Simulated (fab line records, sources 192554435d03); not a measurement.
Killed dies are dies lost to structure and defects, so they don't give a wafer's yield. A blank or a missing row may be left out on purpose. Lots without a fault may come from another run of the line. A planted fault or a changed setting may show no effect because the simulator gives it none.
Which tool did it? | flow n5_finfet | 24 lots, 72 wafers sampled, at 6 steps of a route of 1938

WHAT THE GAUGES READ, wafer by wafer
N5_BEOL_M2_INSPECT_59: inspects for defects (darkfield). Usual: raw_defect_count 65, standard deviation 22.
lot  | measured     | on                | raw_defect_count | flag
L075 | day 8 01:46  | defect_inspect-01 | 63 41 70         |
L074 | day 8 05:48  | defect_inspect-01 | 48 65 43         |
L076 | day 8 06:09  | defect_inspect-02 | 83 89 81         |
L077 | day 8 08:02  | defect_inspect-01 | 62 45 47         |
L078 | day 8 08:52  | defect_inspect-01 | 66 57 77         |
L079 | day 8 13:49  | defect_inspect-02 | 53 42 39         |
L080 | day 8 16:43  | defect_inspect-02 | 77 64 76         |
L081 | day 8 21:38  | defect_inspect-01 | 64 69 58         |
L082 | day 8 22:04  | defect_inspect-02 | 52 63 62         |
L083 | day 9 07:21  | defect_inspect-02 | 74 53 54         |
L084 | day 9 21:08  | defect_inspect-01 | 50 73 65         |
L085 | day 10 01:43 | defect_inspect-01 | 104 114 151      |
L086 | day 10 10:29 | defect_inspect-01 | 58 45 50         |
L087 | day 10 23:59 | defect_inspect-02 | 59 46 78         |
L088 | day 12 10:04 | defect_inspect-01 | 37 55 35         |
L089 | day 12 10:17 | defect_inspect-02 | 91 64 70         |
L090 | day 12 23:30 | defect_inspect-01 | 25 30 38         |
L092 | day 12 23:38 | defect_inspect-01 | 66 88 67         |
L093 | day 13 02:36 | defect_inspect-02 | 91 43 62         |
L094 | day 13 04:14 | defect_inspect-01 | 35 89 65         |
L095 | day 13 08:45 | defect_inspect-01 | 51 91 55         |
L091 | day 13 09:29 | defect_inspect-01 | 69 85 54         |
L097 | day 13 16:08 | defect_inspect-01 | 49 42 57         |
L096 | day 13 21:02 | defect_inspect-02 | 65 61 112        |

N5_BEOL_M3_CD_MEAS_11: target cd 17.05 nm. Usual: cd_nm 17.05 nm, standard deviation 0.25.
lot  | measured     | on        | cd_nm (nm)        | flag
L075 | day 8 02:53  | cd_sem-01 | 16.82 17.16 16.88 |
L074 | day 8 08:27  | cd_sem-01 | 17.28 16.99 16.84 |
L076 | day 8 08:29  | cd_sem-03 | 17.07 17.20 17.16 |
L077 | day 8 08:49  | cd_sem-03 | 16.95 16.97 16.80 |
L078 | day 8 11:14  | cd_sem-03 | 17.13 16.93 17.06 |
L079 | day 8 15:59  | cd_sem-02 | 17.40 17.58 17.01 |
L080 | day 8 18:07  | cd_sem-01 | 17.40 17.23 17.42 |
L081 | day 8 22:55  | cd_sem-03 | 16.50 16.50 16.94 |
L082 | day 8 23:19  | cd_sem-01 | 17.38 17.02 17.06 |
L083 | day 9 09:07  | cd_sem-03 | 16.95 17.48 17.03 |
L084 | day 9 22:19  | cd_sem-01 | 16.91 16.85 17.13 |
L085 | day 10 02:28 | cd_sem-01 | 17.43 16.76 16.72 |
L086 | day 10 13:56 | cd_sem-03 | 17.50 17.21 16.90 |
L087 | day 11 01:55 | cd_sem-01 | 16.92 16.86 17.04 |
L088 | day 12 11:11 | cd_sem-02 | 17.12 17.01 17.01 |
L089 | day 12 11:26 | cd_sem-03 | 16.56 16.80 17.09 |
L090 | day 13 02:40 | cd_sem-02 | 16.89 17.00 16.41 |
L092 | day 13 02:51 | cd_sem-01 | 16.63 16.70 16.73 |
L093 | day 13 03:50 | cd_sem-02 | 17.65 17.53 17.04 |
L094 | day 13 08:14 | cd_sem-02 | 17.11 17.35 16.87 |
L095 | day 13 09:29 | cd_sem-02 | 16.86 16.73 17.17 |
L091 | day 13 10:31 | cd_sem-01 | 17.02 17.05 16.96 |
L097 | day 13 18:47 | cd_sem-02 | 17.22 17.02 17.06 |
L096 | day 13 23:23 | cd_sem-02 | 16.89 17.11 16.90 |

WHICH TOOL RAN EACH LOT (tool, then ch and the chambers of the sampled wafers, then the start)
lot  | N5_BEOL_M2_ETCH_41                            | N5_BEOL_M2_ANNEAL_82         | N5_BEOL_M2_ANNEAL_95         | N5_BEOL_M2_CO_CAP_55
L075 | rie_diel-06 ch 0,3, day 7 23:27 or earlier    | pvd_sputter-01, day 7 23:27  | pvd_sputter-01, day 8 00:33  | cvd_co-02 ch 0,1,2, day 8 01:33
L074 | rie_diel-03 ch 0,1,3, day 8 03:29 or earlier  | pvd_sputter-01, day 8 03:29  | pvd_sputter-01, day 8 04:35  | cvd_co-01 ch 0,2, day 8 05:35
L076 | rie_diel-03 ch 0,2,3, day 8 03:42 or earlier  | pvd_sputter-03, day 8 03:42  | pvd_sputter-03, day 8 04:48  | cvd_co-01 ch 0,2, day 8 05:56
L077 | rie_diel-05 ch 0,2,3, day 8 05:38 or earlier  | pvd_sputter-01, day 8 05:38  | pvd_sputter-01, day 8 06:44  | cvd_co-02 ch 0,1,2, day 8 07:51
L078 | rie_diel-03 ch 0,2,3, day 8 06:32 or earlier  | pvd_sputter-03, day 8 06:32  | pvd_sputter-03, day 8 07:38  | cvd_co-01 ch 0,2, day 8 08:38
L079 | rie_diel-03 ch 1,2,3, day 8 11:28 or earlier  | pvd_sputter-01, day 8 11:28  | pvd_sputter-01, day 8 12:34  | cvd_co-01 ch 1,2, day 8 13:36
L080 | rie_diel-06 ch 0,1, day 8 14:22 or earlier    | pvd_sputter-01, day 8 14:22  | pvd_sputter-01, day 8 15:28  | cvd_co-02 ch 1,2, day 8 16:29
L081 | rie_diel-03 ch 0,3, day 8 19:19 or earlier    | pvd_sputter-03, day 8 19:19  | pvd_sputter-03, day 8 20:25  | cvd_co-02 ch 0,1, day 8 21:25
L082 | rie_diel-05 ch 1,3, day 8 19:45 or earlier    | pvd_sputter-01, day 8 19:45  | pvd_sputter-01, day 8 20:51  | cvd_co-02 ch 0,2, day 8 21:51
L083 | rie_diel-03 ch 0,1,3, day 9 04:57 or earlier  | pvd_sputter-02, day 9 04:57  | pvd_sputter-02, day 9 06:03  | cvd_co-01 ch 0,1, day 9 07:08
L084 | rie_diel-05 ch 1,2,3, day 9 18:43 or earlier  | pvd_sputter-01, day 9 18:43  | pvd_sputter-01, day 9 19:49  | cvd_co-01 ch 0,2, day 9 20:56
L085 | rie_diel-05 ch 0,1,3, day 9 23:24 or earlier  | pvd_sputter-02, day 9 23:24  | pvd_sputter-02, day 10 00:30 | cvd_co-01 ch 1,2, day 10 01:30
L086 | rie_diel-06 ch 0,2, day 10 07:56 or earlier   | pvd_sputter-01, day 10 07:56 | pvd_sputter-01, day 10 09:02 | cvd_co-02 ch 0,1,2, day 10 10:14
L087 | rie_diel-03 ch 1,2, day 10 21:41 or earlier   | pvd_sputter-03, day 10 21:41 | pvd_sputter-03, day 10 22:47 | cvd_co-01 ch 1,2, day 10 23:47
L088 | rie_diel-06 ch 1,2,3, day 12 07:45 or earlier | pvd_sputter-02, day 12 07:45 | pvd_sputter-02, day 12 08:51 | cvd_co-02 ch 1,2, day 12 09:51
L089 | rie_diel-05 ch 0,2,3, day 12 07:58 or earlier | pvd_sputter-01, day 12 07:58 | pvd_sputter-01, day 12 09:04 | cvd_co-01 ch 1,2, day 12 10:04
L090 | rie_diel-03 ch 1,2,3, day 12 21:11 or earlier | pvd_sputter-01, day 12 21:11 | pvd_sputter-01, day 12 22:17 | cvd_co-01 ch 0,1,2, day 12 23:17
L092 | rie_diel-03 ch 0,2,3, day 12 21:19 or earlier | pvd_sputter-02, day 12 21:19 | pvd_sputter-02, day 12 22:25 | cvd_co-01 ch 0,2, day 12 23:26
L093 | rie_diel-06 ch 0,3, day 13 00:08 or earlier   | pvd_sputter-02, day 13 00:08 | pvd_sputter-02, day 13 01:14 | cvd_co-02 ch 0,1,2, day 13 02:23
L094 | rie_diel-05 ch 2,3, day 13 01:55 or earlier   | pvd_sputter-03, day 13 01:55 | pvd_sputter-03, day 13 03:01 | cvd_co-02 ch 0,1, day 13 04:02
L095 | rie_diel-03 ch 0,1, day 13 06:26 or earlier   | pvd_sputter-02, day 13 06:26 | pvd_sputter-02, day 13 07:32 | cvd_co-01 ch 1,2, day 13 08:32
L091 | rie_diel-05 ch 1,2, day 13 07:11 or earlier   | pvd_sputter-01, day 13 07:11 | pvd_sputter-01, day 13 08:17 | cvd_co-02 ch 0,1,2, day 13 09:17
L097 | rie_diel-03 ch 0,3, day 13 13:42 or earlier   | pvd_sputter-01, day 13 13:42 | pvd_sputter-01, day 13 14:48 | cvd_co-01 ch 0,2, day 13 15:56
L096 | rie_diel-06 ch 1,3, day 13 18:25 or earlier   | pvd_sputter-02, day 13 18:25 | pvd_sputter-02, day 13 19:31 | cvd_co-01 ch 0,1,2, day 13 20:50
- N5_BEOL_M2_ETCH_41: etches SiCN in CH3F/O2, target depth 29.9 nm, time 52.5 s.
- N5_BEOL_M2_ANNEAL_82: time 240 s.
- N5_BEOL_M2_ANNEAL_95: time 240 s.
- N5_BEOL_M2_CO_CAP_55: material Co, precursor CCTBA/H2, target thk 2 nm, time 102.1 s.

WHAT THE TOOLS THEMSELVES READ (means of the sampled wafers that have a number; where no wafer has one, the mark that the record gives instead)
N5_BEOL_M2_ETCH_41. Usual: drypump_motor_current_A 5.49 A, standard deviation 0.21; mfc_ar_sccm 150.0 sccm, standard deviation 0.46; oes_product_au 0.78 a.u., standard deviation 0.074; rf_vpp_V 297.0 V, standard deviation 1.6; showerhead_plenum_p_Torr 1.99 Torr, standard deviation 0.07; throttle_valve_pct 16.31 %, standard deviation 0.23.
lot  | tool        | drypump_motor_current_A (A) | mfc_ar_sccm (sccm) | oes_product_au (a.u.) | rf_vpp_V (V) | showerhead_plenum_p_Torr (Torr) | throttle_valve_pct (%) | flag
L075 | rie_diel-06 | 5.46                        | 150.0              | 0.76                  | 297.2        | 1.94                            | 16.48                  |
L074 | rie_diel-03 | 5.39                        | 149.5              | 0.84                  | 297.7        | 2.02                            | 16.21                  |
L076 | rie_diel-03 | 5.45                        | 149.7              | 0.79                  | 295.5        | 1.96                            | 16.36                  |
L077 | rie_diel-05 | 5.54                        | 150.1              | 0.79                  | 298.0        | 2.04                            | 16.33                  |
L078 | rie_diel-03 | 5.45                        | 151.1              | 0.78                  | 296.2        | 1.96                            | 16.37                  |
L079 | rie_diel-03 | 5.45                        | 149.9              | 0.83                  | 296.5        | 1.97                            | 16.24                  |
L080 | rie_diel-06 | 5.75                        | 150.0              | 0.78                  | 296.5        | 1.99                            | 16.12                  |
L081 | rie_diel-03 | 5.37                        | 149.9              | 0.81                  | 297.7        | 2.02                            | 16.41                  |
L082 | rie_diel-05 | 5.59                        | 150.3              | 0.93                  | 297.7        | 2.04                            | 16.13                  |
L083 | rie_diel-03 | 5.40                        | 150.0              | 0.82                  | 297.8        | 2.02                            | 16.23                  |
L084 | rie_diel-05 | 5.69                        | 149.6              | 0.84                  | 297.7        | 2.02                            | 16.19                  |
L085 | rie_diel-05 | 5.44                        | 150.2              | 0.85                  | 298.9        | 2.05                            | 16.31                  |
L086 | rie_diel-06 | 5.44                        | 149.6              | 0.72                  | 295.6        | 1.93                            | 16.41                  |
L087 | rie_diel-03 | 5.51                        | 150.2              | 0.81                  | 295.9        | 1.96                            | 16.08                  |
L088 | rie_diel-06 | 5.47                        | 150.2              | 0.75                  | 297.3        | 2.00                            | 16.23                  |
L089 | rie_diel-05 | 5.53                        | 149.7              | 0.76                  | 298.1        | 2.02                            | 16.39                  |
L090 | rie_diel-03 | 5.45                        | 149.7              | 0.80                  | 296.3        | 1.96                            | 16.30                  |
L092 | rie_diel-03 | 5.44                        | 150.2              | 0.75                  | 295.7        | 1.95                            | 16.45                  |
L093 | rie_diel-06 | 5.35                        | 149.9              | 0.74                  | 296.4        | 1.97                            | 16.52                  |
L094 | rie_diel-05 | 5.71                        | 150.2              | 0.80                  | 297.4        | 2.01                            | 16.24                  |
L095 | rie_diel-03 | 5.44                        | 149.6              | 0.75                  | 297.3        | 2.00                            | 16.23                  |
L091 | rie_diel-05 | 5.67                        | 150.1              | 0.82                  | 298.5        | 2.02                            | 16.24                  |
L097 | rie_diel-03 | 5.40                        | 149.9              | 0.74                  | 298.0        | 2.00                            | 16.43                  |
L096 | rie_diel-06 | 5.68                        | 150.1              | 0.76                  | 297.4        | 2.01                            | 16.18                  |

N5_BEOL_M2_ANNEAL_82. Usual: heater_power_w 783 W, standard deviation 88.
lot  | tool           | heater_power_w (W) | flag
L075 | pvd_sputter-01 | 765                |
L074 | pvd_sputter-01 | 766                |
L076 | pvd_sputter-03 | 815                |
L077 | pvd_sputter-01 | 767                |
L078 | pvd_sputter-03 | 895                |
L079 | pvd_sputter-01 | 759                |
L080 | pvd_sputter-01 | 744                |
L081 | pvd_sputter-03 | 809                |
L082 | pvd_sputter-01 | 787                |
L083 | pvd_sputter-02 | 797                |
L084 | pvd_sputter-01 | 784                |
L085 | pvd_sputter-02 | 825                |
L086 | pvd_sputter-01 | 745                |
L087 | pvd_sputter-03 | 805                |
L088 | pvd_sputter-02 | 789                |
L089 | pvd_sputter-01 | 757                |
L090 | pvd_sputter-01 | 791                |
L092 | pvd_sputter-02 | 813                |
L093 | pvd_sputter-02 | 743                |
L094 | pvd_sputter-03 | 724                |
L095 | pvd_sputter-02 | 845                |
L091 | pvd_sputter-01 | 771                |
L097 | pvd_sputter-01 | 806                |
L096 | pvd_sputter-02 | 802                |

N5_BEOL_M2_ANNEAL_95. Usual: heater_power_w 782 W, standard deviation 87.
lot  | tool           | heater_power_w (W) | flag
L075 | pvd_sputter-01 | 769                |
L074 | pvd_sputter-01 | 767                |
L076 | pvd_sputter-03 | 806                |
L077 | pvd_sputter-01 | 763                |
L078 | pvd_sputter-03 | 888                |
L079 | pvd_sputter-01 | 763                |
L080 | pvd_sputter-01 | 752                |
L081 | pvd_sputter-03 | 814                |
L082 | pvd_sputter-01 | 790                |
L083 | pvd_sputter-02 | 794                |
L084 | pvd_sputter-01 | 775                |
L085 | pvd_sputter-02 | 812                |
L086 | pvd_sputter-01 | 735                |
L087 | pvd_sputter-03 | 804                |
L088 | pvd_sputter-02 | 801                |
L089 | pvd_sputter-01 | 754                |
L090 | pvd_sputter-01 | 787                |
L092 | pvd_sputter-02 | 821                |
L093 | pvd_sputter-02 | 750                |
L094 | pvd_sputter-03 | 734                |
L095 | pvd_sputter-02 | 834                |
L091 | pvd_sputter-01 | 792                |
L097 | pvd_sputter-01 | 814                |
L096 | pvd_sputter-02 | 791                |

N5_BEOL_M2_CO_CAP_55. Usual: heater_power_w 240 W, standard deviation 23.
lot  | tool      | heater_power_w (W) | flag
L075 | cvd_co-02 | 256                |
L074 | cvd_co-01 | 219                |
L076 | cvd_co-01 | 218                |
L077 | cvd_co-02 | 257                |
L078 | cvd_co-01 | 215                |
L079 | cvd_co-01 | 242                |
L080 | cvd_co-02 | 244                |
L081 | cvd_co-02 | 258                |
L082 | cvd_co-02 | 271                |
L083 | cvd_co-01 | 236                |
L084 | cvd_co-01 | 218                |
L085 | cvd_co-01 | 236                |
L086 | cvd_co-02 | 256                |
L087 | cvd_co-01 | 240                |
L088 | cvd_co-02 | 246                |
L089 | cvd_co-01 | 240                |
L090 | cvd_co-01 | 231                |
L092 | cvd_co-01 | 220                |
L093 | cvd_co-02 | 260                |
L094 | cvd_co-02 | 277                |
L095 | cvd_co-01 | 229                |
L091 | cvd_co-02 | 257                |
L097 | cvd_co-01 | 219                |
L096 | cvd_co-01 | 231                |

THE ANSWER, worked out from the rows above alone
Rule: a lot is off if the mean of its wafers that have a number lies more than 3 standard deviations from the usual mean. A lot without any number at a reading at which 4 lots or more have one is off too. The other lots that the step has rows for count as sound. The gauges are gone through in route order, then the tools' own readings, and for those a lot's mean is taken as printed above. The first step at which some lot is off is used, and at that step the reading that is off furthest; a lot without a number counts as furthest.
No lot is off at any reading shown: from this, nothing can be told.

WHAT THE SIMULATOR HAD PUT IN
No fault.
